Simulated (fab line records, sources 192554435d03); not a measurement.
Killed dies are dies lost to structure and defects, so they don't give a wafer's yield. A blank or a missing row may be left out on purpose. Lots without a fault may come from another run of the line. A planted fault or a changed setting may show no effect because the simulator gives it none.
Chamber matching | flow n5_finfet | N5_BEOL_M2_ETCH_70 on rie_diel-02: 4 sister chambers
The step etches SOC in N2/H2, target depth 80 nm, overetch 24 nm, time 130 s. 14 wafers are shown with their chamber, then 7 later ones without.

WAFERS WITH THEIR CHAMBER
wafer  | chamber | showerhead_plenum_p_Torr (Torr) | drypump_motor_current_A (A) | throttle_valve_pct (%)
L074.3 | 0       | 2.54                            | 6.4                         | 17.54
L074.4 | 1       | 2.69                            | 6.6                         | 17.55
L074.5 | 3       | 2.52                            | 5.8                         | 17.87
L075.1 | 0       | 2.54                            | 6.4                         | 17.54
L075.3 | 1       | 2.69                            | 6.5                         | 17.54
L075.6 | 2       | 2.64                            | 5.9                         | 17.77
L077.1 | 3       | 2.51                            | 5.8                         | 17.89
L077.3 | 1       | 2.69                            | 6.6                         | 17.55
L077.6 | 0       | 2.53                            | 6.4                         | 17.56
L080.1 | 2       | 2.63                            | 5.9                         | 17.80
L080.3 | 1       | 2.68                            | 6.5                         | 17.57
L080.5 | 2       | 2.63                            | 5.9                         | 17.79
L081.1 | 0       | 2.53                            | 6.3                         | 17.58
L081.2 | 1       | 2.68                            | 6.5                         | 17.57

SIGNATURES (means of the wafers above)
reading                  | chamber 0 | chamber 1 | chamber 2 | chamber 3 | scatter within a chamber
showerhead_plenum_p_Torr | 2.5350    | 2.6860    | 2.6333    | 2.5150    | 0.0058
drypump_motor_current_A  | 6.375     | 6.540     | 5.900     | 5.800     | 0.0442
throttle_valve_pct       | 17.5550   | 17.5560   | 17.7867   | 17.8800   | 0.0158
Rule: a wafer's distance from a chamber is the root of the sum, over the readings, of the square of ((its reading less the chamber's mean) divided by the reading's scatter). The wafer belongs to the nearest chamber; if the next one is less than 2 further off, it can't be placed. The scatter: the root of (the sum of the squares of (reading less its chamber's mean) over the shown wafers, divided by (wafers less chambers)).

WAFERS WITHOUT THEIR CHAMBER
wafer  | showerhead_plenum_p_Torr (Torr) | drypump_motor_current_A (A) | throttle_valve_pct (%)
L081.5 | 2.53                            | 6.4                         | 17.57
L085.2 | 2.63                            | 5.9                         | 17.84
L085.4 | 2.68                            | 6.6                         | 17.59
L085.6 | 2.63                            | 6.0                         | 17.83
L095.2 | 2.62                            | 6.0                         | 17.85
L095.3 | 2.50                            | 5.8                         | 17.52
L095.4 | 2.67                            | 6.6                         | 17.62

WHICH CHAMBER EACH WENT THROUGH
wafer  | from the rows above | in truth
L081.5 | 0                   | 0
L085.2 | 2                   | 2
L085.4 | 1                   | 1
L085.6 | 2                   | 2
L095.2 | 2                   | 2
L095.3 | 0                   | 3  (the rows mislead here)
L095.4 | 1                   | 1
Placed correctly: 6 of 7. Can't be placed from these rows: 0. Placed wrongly: 1.
